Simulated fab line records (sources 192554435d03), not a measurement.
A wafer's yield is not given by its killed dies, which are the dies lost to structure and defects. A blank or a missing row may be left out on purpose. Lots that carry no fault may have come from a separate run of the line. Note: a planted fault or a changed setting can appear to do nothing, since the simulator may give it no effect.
A sampling plan put to the test -- flow n5_finfet -- one fab line, 77 faults that these records tell of, each judged on the records of the lots that it struck; 1 more is left out, because the records don't allow judging it
Plan = the line's own looks (route steps where a gauge or an inspection reads the wafer without altering it). A look can be judged if struck wafers have a number there and the file gives its usual mean and standard deviation on fault-free wafers. Caught: at a look after the fault's first step, the mean of the struck wafers lies 4 or more of those standard deviations (sigma) from the usual mean. On the tool: the test repeated on the tool's own readings taken at the fault's steps. Caught also covers a different recipe on the struck wafers, or a record left blank for those wafers only.

## THE FAULTS, as the simulator had put them in
1. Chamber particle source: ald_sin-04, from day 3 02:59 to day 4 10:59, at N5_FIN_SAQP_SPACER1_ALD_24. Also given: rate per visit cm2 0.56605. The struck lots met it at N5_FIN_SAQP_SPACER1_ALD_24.
2. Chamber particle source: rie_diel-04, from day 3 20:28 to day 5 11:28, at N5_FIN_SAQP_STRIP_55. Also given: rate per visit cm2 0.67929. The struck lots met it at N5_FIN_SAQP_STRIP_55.
3. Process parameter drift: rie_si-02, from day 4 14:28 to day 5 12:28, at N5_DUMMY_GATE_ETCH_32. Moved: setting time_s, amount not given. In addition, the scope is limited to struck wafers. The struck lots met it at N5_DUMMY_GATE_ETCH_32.
4. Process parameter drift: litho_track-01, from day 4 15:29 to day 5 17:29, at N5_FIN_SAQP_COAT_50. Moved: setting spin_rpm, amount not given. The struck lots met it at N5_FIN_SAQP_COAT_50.
5. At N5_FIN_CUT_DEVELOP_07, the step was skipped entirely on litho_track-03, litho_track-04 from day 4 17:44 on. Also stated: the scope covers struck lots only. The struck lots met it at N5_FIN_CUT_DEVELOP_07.
6. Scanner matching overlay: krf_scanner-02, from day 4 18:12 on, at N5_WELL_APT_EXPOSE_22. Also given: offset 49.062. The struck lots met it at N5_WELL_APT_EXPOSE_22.
7. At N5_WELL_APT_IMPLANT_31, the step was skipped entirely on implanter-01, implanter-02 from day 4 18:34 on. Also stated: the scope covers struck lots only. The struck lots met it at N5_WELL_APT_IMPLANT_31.
8. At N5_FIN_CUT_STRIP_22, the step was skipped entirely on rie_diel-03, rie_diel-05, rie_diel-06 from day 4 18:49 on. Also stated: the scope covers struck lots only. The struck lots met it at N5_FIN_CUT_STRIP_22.
9. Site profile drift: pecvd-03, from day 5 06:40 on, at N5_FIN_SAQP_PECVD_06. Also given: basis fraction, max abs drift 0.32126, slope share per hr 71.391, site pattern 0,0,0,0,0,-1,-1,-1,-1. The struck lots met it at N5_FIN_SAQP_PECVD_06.
10. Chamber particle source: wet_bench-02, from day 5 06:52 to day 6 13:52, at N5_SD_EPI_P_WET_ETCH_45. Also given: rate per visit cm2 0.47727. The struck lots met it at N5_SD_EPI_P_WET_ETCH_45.
11. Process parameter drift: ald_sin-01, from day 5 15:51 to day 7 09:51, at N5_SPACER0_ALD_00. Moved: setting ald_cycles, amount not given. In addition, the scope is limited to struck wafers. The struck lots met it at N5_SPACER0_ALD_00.
12. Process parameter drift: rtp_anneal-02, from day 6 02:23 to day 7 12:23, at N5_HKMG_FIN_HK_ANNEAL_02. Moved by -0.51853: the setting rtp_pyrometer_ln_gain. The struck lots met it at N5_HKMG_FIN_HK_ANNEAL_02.
13. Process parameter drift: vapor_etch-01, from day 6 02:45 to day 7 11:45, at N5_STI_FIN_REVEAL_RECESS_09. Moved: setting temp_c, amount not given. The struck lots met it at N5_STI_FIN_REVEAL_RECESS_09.
14. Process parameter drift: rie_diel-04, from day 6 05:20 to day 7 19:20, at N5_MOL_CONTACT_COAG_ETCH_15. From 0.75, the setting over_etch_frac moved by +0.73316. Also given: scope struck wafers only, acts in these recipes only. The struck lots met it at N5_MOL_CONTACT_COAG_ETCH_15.
15. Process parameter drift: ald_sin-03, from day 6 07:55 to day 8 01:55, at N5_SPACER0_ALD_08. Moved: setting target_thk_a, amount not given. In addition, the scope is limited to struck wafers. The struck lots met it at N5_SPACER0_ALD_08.
16. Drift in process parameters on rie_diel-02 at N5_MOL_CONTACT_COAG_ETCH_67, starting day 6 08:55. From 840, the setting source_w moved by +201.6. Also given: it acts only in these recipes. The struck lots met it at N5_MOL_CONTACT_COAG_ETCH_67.
17. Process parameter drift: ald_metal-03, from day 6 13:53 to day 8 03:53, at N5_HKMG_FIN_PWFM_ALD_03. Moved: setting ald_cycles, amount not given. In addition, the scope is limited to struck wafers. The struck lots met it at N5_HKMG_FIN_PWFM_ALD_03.
18. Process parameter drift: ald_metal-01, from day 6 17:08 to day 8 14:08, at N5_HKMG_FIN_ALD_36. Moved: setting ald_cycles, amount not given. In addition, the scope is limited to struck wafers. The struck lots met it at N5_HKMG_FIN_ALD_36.
19. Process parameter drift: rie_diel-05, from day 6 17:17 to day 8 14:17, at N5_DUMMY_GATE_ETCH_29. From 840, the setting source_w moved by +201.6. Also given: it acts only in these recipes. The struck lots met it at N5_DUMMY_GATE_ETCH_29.
20. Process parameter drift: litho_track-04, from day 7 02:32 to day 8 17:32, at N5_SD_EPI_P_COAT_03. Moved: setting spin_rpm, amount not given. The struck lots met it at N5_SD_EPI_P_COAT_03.
21. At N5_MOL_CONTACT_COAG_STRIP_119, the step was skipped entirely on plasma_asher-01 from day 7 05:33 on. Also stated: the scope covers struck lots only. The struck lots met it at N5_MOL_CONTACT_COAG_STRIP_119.
22. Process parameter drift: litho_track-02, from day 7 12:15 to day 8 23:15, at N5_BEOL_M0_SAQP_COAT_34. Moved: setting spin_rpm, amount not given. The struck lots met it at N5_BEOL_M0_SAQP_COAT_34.
23. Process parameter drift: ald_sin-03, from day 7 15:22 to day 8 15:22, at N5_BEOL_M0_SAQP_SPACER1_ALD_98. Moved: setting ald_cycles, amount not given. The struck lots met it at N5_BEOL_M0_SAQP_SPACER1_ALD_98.
24. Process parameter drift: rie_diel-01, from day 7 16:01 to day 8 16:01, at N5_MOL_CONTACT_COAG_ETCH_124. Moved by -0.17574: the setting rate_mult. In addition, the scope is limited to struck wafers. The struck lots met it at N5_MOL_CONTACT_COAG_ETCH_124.
25. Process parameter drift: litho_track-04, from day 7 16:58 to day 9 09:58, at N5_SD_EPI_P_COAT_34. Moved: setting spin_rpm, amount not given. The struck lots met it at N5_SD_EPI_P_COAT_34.
26. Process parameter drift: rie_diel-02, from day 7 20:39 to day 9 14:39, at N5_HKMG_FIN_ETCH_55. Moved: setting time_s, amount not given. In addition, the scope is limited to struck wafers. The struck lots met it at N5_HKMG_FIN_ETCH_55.
27. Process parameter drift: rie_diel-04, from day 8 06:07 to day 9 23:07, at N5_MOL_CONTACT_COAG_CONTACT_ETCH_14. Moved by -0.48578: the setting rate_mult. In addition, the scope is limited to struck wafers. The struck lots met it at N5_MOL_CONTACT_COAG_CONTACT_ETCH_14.
28. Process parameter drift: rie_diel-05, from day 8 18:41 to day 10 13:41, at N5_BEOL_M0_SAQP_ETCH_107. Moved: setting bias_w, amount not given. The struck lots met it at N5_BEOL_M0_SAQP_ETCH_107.
29. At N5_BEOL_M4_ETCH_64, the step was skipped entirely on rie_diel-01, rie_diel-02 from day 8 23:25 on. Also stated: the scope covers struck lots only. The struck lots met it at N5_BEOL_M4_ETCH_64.
30. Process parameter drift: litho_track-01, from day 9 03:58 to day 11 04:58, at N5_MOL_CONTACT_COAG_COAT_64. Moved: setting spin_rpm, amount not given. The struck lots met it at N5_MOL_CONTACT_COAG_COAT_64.
31. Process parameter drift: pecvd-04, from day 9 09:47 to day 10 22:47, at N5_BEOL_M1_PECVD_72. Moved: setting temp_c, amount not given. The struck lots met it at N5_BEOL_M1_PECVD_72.
32. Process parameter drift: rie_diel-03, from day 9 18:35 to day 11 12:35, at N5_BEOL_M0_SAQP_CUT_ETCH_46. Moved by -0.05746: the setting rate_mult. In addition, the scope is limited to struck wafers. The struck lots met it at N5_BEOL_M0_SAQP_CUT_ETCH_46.
33. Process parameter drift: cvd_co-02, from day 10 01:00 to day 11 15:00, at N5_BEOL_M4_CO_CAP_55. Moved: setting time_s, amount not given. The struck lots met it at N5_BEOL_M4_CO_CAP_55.
34. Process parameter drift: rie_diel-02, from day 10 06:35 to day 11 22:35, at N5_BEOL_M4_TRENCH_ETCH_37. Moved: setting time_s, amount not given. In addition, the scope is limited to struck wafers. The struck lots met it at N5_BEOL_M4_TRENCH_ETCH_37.
35. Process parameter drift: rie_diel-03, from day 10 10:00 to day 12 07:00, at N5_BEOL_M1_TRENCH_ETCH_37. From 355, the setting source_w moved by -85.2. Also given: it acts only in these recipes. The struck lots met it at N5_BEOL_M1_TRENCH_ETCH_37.
36. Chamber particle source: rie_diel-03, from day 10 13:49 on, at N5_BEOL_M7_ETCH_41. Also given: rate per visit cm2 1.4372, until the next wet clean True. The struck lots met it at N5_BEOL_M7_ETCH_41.
37. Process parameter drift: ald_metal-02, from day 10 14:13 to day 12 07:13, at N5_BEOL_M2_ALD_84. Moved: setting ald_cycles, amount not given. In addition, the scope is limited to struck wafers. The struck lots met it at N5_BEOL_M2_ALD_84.
38. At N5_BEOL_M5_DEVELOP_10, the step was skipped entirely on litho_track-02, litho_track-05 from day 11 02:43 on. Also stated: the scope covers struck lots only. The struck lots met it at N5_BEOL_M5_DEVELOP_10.
39. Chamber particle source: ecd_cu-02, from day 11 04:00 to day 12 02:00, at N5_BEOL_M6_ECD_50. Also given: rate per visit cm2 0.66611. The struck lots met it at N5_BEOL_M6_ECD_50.
40. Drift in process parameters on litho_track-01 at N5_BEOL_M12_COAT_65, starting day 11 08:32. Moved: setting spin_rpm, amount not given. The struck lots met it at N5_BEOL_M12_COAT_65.
41. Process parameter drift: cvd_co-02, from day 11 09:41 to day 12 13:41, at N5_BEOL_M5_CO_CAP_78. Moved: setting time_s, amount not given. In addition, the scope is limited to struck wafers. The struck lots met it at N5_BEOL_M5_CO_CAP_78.
42. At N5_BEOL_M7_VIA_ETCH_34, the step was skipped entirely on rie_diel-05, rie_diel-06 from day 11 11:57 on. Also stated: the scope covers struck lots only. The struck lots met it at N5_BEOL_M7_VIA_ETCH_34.
43. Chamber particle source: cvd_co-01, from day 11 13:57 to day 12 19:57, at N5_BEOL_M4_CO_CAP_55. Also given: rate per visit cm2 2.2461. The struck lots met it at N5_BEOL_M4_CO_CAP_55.
44. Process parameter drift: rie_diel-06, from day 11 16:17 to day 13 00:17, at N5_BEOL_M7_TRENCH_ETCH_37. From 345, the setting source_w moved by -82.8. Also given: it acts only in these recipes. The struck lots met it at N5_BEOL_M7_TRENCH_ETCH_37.
45. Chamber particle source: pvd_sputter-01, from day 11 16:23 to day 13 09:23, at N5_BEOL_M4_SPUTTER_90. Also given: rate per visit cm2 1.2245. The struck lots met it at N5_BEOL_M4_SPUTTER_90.
46. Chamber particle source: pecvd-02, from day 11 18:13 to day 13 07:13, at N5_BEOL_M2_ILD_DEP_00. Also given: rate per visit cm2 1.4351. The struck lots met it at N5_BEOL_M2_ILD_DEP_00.
47. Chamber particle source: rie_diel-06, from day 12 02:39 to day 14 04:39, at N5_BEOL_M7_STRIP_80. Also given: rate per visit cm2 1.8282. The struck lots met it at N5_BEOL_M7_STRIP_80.
48. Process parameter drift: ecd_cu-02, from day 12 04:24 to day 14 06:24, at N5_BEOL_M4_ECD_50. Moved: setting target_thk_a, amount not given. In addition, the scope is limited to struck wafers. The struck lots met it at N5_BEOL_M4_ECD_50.
49. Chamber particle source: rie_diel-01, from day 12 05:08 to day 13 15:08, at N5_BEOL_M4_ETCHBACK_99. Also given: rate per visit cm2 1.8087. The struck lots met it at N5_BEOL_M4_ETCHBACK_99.
50. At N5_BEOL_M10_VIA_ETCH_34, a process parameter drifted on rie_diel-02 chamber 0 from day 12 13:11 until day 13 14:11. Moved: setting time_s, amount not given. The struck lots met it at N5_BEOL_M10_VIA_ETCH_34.
51. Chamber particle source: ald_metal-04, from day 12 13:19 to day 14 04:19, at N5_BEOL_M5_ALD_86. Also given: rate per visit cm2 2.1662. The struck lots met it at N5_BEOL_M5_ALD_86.
52. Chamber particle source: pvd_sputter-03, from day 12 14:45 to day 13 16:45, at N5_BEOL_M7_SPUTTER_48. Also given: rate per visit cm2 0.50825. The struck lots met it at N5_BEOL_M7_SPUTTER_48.
53. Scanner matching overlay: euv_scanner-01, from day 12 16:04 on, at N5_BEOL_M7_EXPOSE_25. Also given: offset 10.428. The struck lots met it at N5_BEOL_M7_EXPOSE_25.
54. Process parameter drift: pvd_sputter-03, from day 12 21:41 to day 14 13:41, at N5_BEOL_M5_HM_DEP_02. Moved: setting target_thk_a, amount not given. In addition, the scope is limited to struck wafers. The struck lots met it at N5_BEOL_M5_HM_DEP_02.
55. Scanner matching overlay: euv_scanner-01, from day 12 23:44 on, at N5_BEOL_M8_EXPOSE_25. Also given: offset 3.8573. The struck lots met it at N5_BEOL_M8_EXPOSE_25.
56. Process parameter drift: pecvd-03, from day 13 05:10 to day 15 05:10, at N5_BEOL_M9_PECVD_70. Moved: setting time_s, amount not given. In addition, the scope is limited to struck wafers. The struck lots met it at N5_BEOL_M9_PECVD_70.
57. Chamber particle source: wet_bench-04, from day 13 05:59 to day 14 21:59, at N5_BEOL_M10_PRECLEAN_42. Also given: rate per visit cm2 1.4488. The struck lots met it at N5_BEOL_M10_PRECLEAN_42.
58. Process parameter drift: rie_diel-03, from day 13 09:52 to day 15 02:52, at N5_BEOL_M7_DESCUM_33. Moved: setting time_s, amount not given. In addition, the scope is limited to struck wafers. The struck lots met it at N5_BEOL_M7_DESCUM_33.
59. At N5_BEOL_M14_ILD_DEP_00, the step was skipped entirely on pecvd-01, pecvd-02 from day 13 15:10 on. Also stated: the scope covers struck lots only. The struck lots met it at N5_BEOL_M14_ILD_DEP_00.
60. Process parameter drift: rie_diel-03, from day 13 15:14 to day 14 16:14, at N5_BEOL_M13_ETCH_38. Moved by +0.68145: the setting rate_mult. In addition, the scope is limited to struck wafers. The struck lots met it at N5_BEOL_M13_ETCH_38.
61. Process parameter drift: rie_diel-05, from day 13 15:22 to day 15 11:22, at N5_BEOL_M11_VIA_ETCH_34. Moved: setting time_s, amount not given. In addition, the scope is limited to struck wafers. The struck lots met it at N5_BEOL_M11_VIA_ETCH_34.
62. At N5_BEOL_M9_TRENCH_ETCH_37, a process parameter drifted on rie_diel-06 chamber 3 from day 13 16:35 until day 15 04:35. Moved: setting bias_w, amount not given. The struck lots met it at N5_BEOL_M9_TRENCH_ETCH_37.
63. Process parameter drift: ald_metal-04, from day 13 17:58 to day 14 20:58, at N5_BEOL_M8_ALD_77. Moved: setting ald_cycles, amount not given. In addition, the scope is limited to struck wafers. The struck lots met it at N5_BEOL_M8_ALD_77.
64. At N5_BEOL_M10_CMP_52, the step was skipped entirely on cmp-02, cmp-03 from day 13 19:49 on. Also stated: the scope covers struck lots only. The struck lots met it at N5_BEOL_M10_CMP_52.
65. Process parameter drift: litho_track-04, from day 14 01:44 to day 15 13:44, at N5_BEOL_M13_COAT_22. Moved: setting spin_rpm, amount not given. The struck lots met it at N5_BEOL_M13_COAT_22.
66. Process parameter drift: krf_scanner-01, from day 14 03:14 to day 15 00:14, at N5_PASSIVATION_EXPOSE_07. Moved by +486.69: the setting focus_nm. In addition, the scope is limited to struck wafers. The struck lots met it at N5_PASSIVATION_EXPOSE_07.
67. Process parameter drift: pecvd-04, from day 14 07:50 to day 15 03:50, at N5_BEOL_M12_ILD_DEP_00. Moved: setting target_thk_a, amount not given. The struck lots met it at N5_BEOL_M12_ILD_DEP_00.
68. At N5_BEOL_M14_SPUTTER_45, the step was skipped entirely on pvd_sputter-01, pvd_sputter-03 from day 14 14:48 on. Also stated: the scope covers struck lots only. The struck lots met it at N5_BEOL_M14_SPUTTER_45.
69. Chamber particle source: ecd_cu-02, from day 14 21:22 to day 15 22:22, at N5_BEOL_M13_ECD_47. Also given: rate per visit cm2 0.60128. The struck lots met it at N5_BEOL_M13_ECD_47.
70. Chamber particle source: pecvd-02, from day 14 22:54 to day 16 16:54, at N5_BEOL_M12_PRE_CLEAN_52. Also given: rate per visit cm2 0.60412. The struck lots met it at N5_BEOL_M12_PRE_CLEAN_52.
71. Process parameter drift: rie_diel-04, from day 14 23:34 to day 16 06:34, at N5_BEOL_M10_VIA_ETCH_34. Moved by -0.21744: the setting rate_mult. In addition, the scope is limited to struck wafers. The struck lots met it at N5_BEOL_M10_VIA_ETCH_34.
72. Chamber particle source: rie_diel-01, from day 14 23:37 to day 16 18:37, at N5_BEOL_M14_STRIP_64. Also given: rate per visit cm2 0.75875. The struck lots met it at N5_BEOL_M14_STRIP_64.
73. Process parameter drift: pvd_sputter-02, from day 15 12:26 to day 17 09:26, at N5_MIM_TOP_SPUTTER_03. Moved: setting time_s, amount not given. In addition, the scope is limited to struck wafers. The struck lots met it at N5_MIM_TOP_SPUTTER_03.
74. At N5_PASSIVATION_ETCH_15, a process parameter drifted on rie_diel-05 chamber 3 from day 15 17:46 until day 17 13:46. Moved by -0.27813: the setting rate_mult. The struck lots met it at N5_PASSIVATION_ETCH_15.
75. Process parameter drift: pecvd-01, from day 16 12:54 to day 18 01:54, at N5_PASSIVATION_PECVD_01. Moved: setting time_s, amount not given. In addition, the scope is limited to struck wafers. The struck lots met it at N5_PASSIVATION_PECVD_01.
76. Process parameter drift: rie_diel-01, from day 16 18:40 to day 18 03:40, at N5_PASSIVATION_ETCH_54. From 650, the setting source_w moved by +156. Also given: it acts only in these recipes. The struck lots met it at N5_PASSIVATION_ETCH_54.
77. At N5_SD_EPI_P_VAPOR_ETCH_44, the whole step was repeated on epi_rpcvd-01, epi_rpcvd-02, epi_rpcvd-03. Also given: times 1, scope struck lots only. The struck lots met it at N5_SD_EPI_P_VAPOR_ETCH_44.

## WHAT THE PLAN SAW
fault,on the tool itself,first look that catches it,"reading, sigma",median hours from its first step to that look,hours from the fault's start to the first struck lot there,judged looks passed uncaught
1,under 2 sigma,N5_FIN_SAQP_INSPECT_40,raw_defect_count +5.3,3.9,8,0
2,under 2 sigma,N5_FIN_SAQP_INSPECT_40,raw_defect_count +7.2,4.3,7,1
3,under 2 sigma,not the one look that can be judged after it,-,-,-,1
4,spin_speed_rpm +99 or beyond sigma,not the one look that can be judged after it,-,-,-,1
5,no reading that can be judged,no look after it can be judged,-,-,-,0
6,under 2 sigma,N5_WELL_APT_OVL_MEAS_26,PWELL_OVL +8.9,0.2,4,0
7,the tool's record is blank for the struck wafers,N5_BEOL_M4_RC_MEAS_101,RS_PWELL +99 or beyond,157.7,162,0
8,the tool's record is blank for the struck wafers,N5_FIN_CUT_INSPECT_17,raw_defect_count +33,0.2,3,0
9,under 2 sigma,N5_FIN_SAQP_THK_MEAS_07,thk_nm -10,0.1,2,0
10,under 2 sigma,N5_SD_EPI_P_INSPECT_26,raw_defect_count +8.1,2.9,9,0
11,under 2 sigma,N5_BEOL_M4_RC_MEAS_101,REXT_N +12,122.8,140,0
12,lamp_zone_5_pct +99 or beyond sigma,not the one look that can be judged after it,"strongest: RS_SD_N at N5_BEOL_M4_RC_MEAS_101, +3.4",-,-,1
13,temp_c +15 sigma,none of the 2 looks that can be judged after it,"strongest: ION_P at N5_BEOL_M4_RC_MEAS_101, -3.2",-,-,2
14,under 2 sigma,not the one look that can be judged after it,-,-,-,1
15,under 2 sigma,not the one look that can be judged after it,"strongest: REXT_N at N5_BEOL_M4_RC_MEAS_101, -3.0",-,-,1
16,rf_fwd_power_W +71 sigma,not the one look that can be judged after it,-,-,-,1
17,under 2 sigma,not the one look that can be judged after it,"strongest: IOFF_P_LONG at N5_BEOL_M4_RC_MEAS_101, +3.9",-,-,1
18,under 2 sigma,N5_BEOL_M4_RC_MEAS_101,VT_P_LVT -8.0,94.6,96,0
19,rf_fwd_power_W +51 sigma,not the one look that can be judged after it,-,-,-,1
20,spin_speed_rpm -77 sigma,not the one look that can be judged after it,-,-,-,1
21,the tool's record is blank for the struck wafers,N5_MOL_CONTACT_COAG_INSPECT_42,raw_defect_count +8.5,0.6,4,0
22,spin_speed_rpm -83 sigma,not the one look that can be judged after it,-,-,-,1
23,under 2 sigma,N5_BEOL_M0_SAQP_CD_MEAS_25,cd_nm -38,0.7,3,0
24,under 2 sigma,not the one look that can be judged after it,-,-,-,1
25,spin_speed_rpm -72 sigma,not the one look that can be judged after it,-,-,-,1
26,run_length_s -99 or beyond sigma,not the one look that can be judged after it,-,-,-,1
27,under 2 sigma,no look after it can be judged,-,-,-,0
28,bias_w -64 sigma,not the one look that can be judged after it,-,-,-,1
29,the tool's record is blank for the struck wafers,no look after it can be judged,-,-,-,0
30,spin_speed_rpm +94 sigma,not the one look that can be judged after it,-,-,-,1
31,susceptor_temp_C -99 or beyond sigma,not the one look that can be judged after it,-,-,-,1
32,under 2 sigma,not the one look that can be judged after it,-,-,-,1
33,run_length_s -57 sigma,not the one look that can be judged after it,-,-,-,1
34,run_length_s +12 sigma,N5_BEOL_M4_OCD_MEAS_38,trench_depth_nm +14,0.2,7,0
35,rf_fwd_power_W -46 sigma,N5_BEOL_M1_OCD_MEAS_38,trench_depth_nm -5.5,0.2,10,0
36,under 2 sigma,not the one look that can be judged after it,-,-,-,1
37,under 2 sigma,not the one look that can be judged after it,"strongest: CHAIN_V1 at N5_BEOL_M4_RC_MEAS_101, -3.9",-,-,1
38,no reading that can be judged,no look after it can be judged,-,-,-,0
39,no reading that can be judged,no look after it can be judged,-,-,-,0
40,spin_speed_rpm -99 or beyond sigma,no look after it can be judged,-,-,-,0
41,run_length_s -45 sigma,no look after it can be judged,-,-,-,0
42,the tool's record is blank for the struck wafers,no look after it can be judged,-,-,-,0
43,under 2 sigma,N5_BEOL_M4_INSPECT_59,raw_defect_count +65,0.2,2,0
44,rf_fwd_power_W -44 sigma,N5_BEOL_M7_OCD_MEAS_38,trench_depth_nm -4.7,0.2,1,0
45,under 2 sigma,no look after it can be judged,-,-,-,0
46,under 2 sigma,N5_BEOL_M2_INSPECT_13,raw_defect_count +8.5,1.6,7,2
47,under 2 sigma,no look after it can be judged,-,-,-,0
48,no reading that can be judged,not the one look that can be judged after it,-,-,-,1
49,under 2 sigma,not the one look that can be judged after it,-,-,-,1
50,run_length_s +48 sigma,no look after it can be judged,-,-,-,0
51,under 2 sigma,no look after it can be judged,-,-,-,0
52,under 2 sigma,no look after it can be judged,-,-,-,0
53,no reading that can be judged,N5_BEOL_M7_OVL_MEAS_29,V6_OVL +17,0.2,4,0
54,under 2 sigma,N5_BEOL_M5_OCD_MEAS_38,trench_depth_nm -45,4.0,14,0
55,under 2 sigma,N5_BEOL_M8_OVL_MEAS_29,V7_OVL +5.2,0.2,4,0
56,under 2 sigma,no look after it can be judged,-,-,-,0
57,under 2 sigma,no look after it can be judged,-,-,-,0
58,under 2 sigma,no look after it can be judged,-,-,-,0
59,the tool's record is blank for the struck wafers,no look after it can be judged,-,-,-,0
60,oes_product_au +4.3 sigma,not the one look that can be judged after it,-,-,-,1
61,run_length_s -63 sigma,not the one look that can be judged after it,-,-,-,1
62,bias_w -71 sigma,N5_BEOL_M9_OCD_MEAS_38,trench_depth_nm -4.3,0.2,5,0
63,under 2 sigma,no look after it can be judged,-,-,-,0
64,the tool's record is blank for the struck wafers,N5_BEOL_M10_THK_MEAS_53,M10_THK +68,0.2,2,0
65,spin_speed_rpm +99 or beyond sigma,none of the 3 looks that can be judged after it,-,-,-,3
66,under 2 sigma,N5_PASSIVATION_CD_MEAS_10,cd_nm +12,0.2,1,0
67,under 2 sigma,no look after it can be judged,-,-,-,0
68,the tool's record is blank for the struck wafers,N5_BEOL_M14_RS_MEAS_54,M14_RS +99 or beyond,1.7,8,0
69,no reading that can be judged,not the one look that can be judged after it,-,-,-,1
70,no reading that can be judged,N5_BEOL_M12_INSPECT_55,raw_defect_count +14,0.1,9,0
71,under 2 sigma,no look after it can be judged,-,-,-,0
72,under 2 sigma,no look after it can be judged,-,-,-,0
73,under 2 sigma,no look after it can be judged,-,-,-,0
74,only faintly: oes_product_au -2.5 sigma,no look after it can be judged,-,-,-,0
75,under 2 sigma,no look after it can be judged,-,-,-,0
76,rf_fwd_power_W +77 sigma,no look after it can be judged,-,-,-,0
77,under 2 sigma,not the one look that can be judged after it,-,-,-,1
A dash: the fault is not caught, or the number is missing from these records.

Caught at a look: 24 of 77. Caught on the tool: 32 of 77. By one or the other: 47 of 77.
Faults caught by the tool alone: 4, 12, 13, 16, 19, 20, 22, 25, 26, 28, 29, 30, 31, 33, 40, 41, 42, 50, 59, 60, 61, 65, 76.
Caught at a look alone: faults 1, 2, 6, 9, 10, 11, 18, 23, 43, 46, 53, 54, 55, 66, 70.
Caught by neither: faults 3, 5, 14, 15, 17, 24, 27, 32, 36, 37, 38, 39, 45, 47, 48, 49, 51, 52, 56, 57, 58, 63, 67, 69, 71, 72, 73, 74, 75, 77.

## THINNER SAMPLING
In the worst case, this is how late the first struck lot would be measured if the look that catches a fault measured only every second or every third lot, by lot number:
fault,"struck lots at that look, in order of time",every lot,every second lot,every third lot
1,"L222, L224",8 h,may miss all 2,may miss all 2
2,"L950, L953",7 h,24 h,may miss all 2
6,"L722, L723",4 h,9 h,may miss all 2
7,"L917, L918, L919",162 h,166 h,170 h
8,"L836, L837, L838",3 h,12 h,20 h
9,"L493, L494",2 h,9 h,may miss all 2
10,"L884, L885",9 h,16 h,may miss all 2
11,"L429, L433",140 h,may miss all 2,may miss all 2
18,"L337, L339, L341",96 h,may miss all 3,124 h
21,"L751, L752, L753",4 h,8 h,15 h
23,"L535, L536, L537",3 h,6 h,14 h
34,"L774, L775",7 h,20 h,may miss all 2
35,"L134, L136",10 h,may miss all 2,may miss all 2
43,"L554, L555",2 h,7 h,may miss all 2
44,"L152, L153, L154",1 h,20 h,21 h
46,"L254, L255",7 h,8 h,may miss all 2
53,"L302, L303",4 h,12 h,may miss all 2
54,"L552, L550",14 h,may miss all 2,may miss all 2
55,"L146, L147",4 h,12 h,may miss all 2
62,"L110, L111",5 h,9 h,may miss all 2
64,"L887, L889",2 h,may miss all 2,may miss all 2
66,"L120, L119",1 h,4 h,may miss all 2
68,"L104, L105",8 h,15 h,may miss all 2
70,"L995, L997",9 h,may miss all 2,may miss all 2
Hours count from the start of the fault until the first struck lot that is measured. 4 sigma limit: tested on the pooled struck wafers, so a lone lot may be under it. Other struck lots may not be in these records.

## THE LONGEST TIMED WAY FROM STEP TO LOOK
Fault 7: a median of 157.7 hours passes between N5_WELL_APT_IMPLANT_31 and N5_BEOL_M4_RC_MEAS_101. No look between them can be judged.
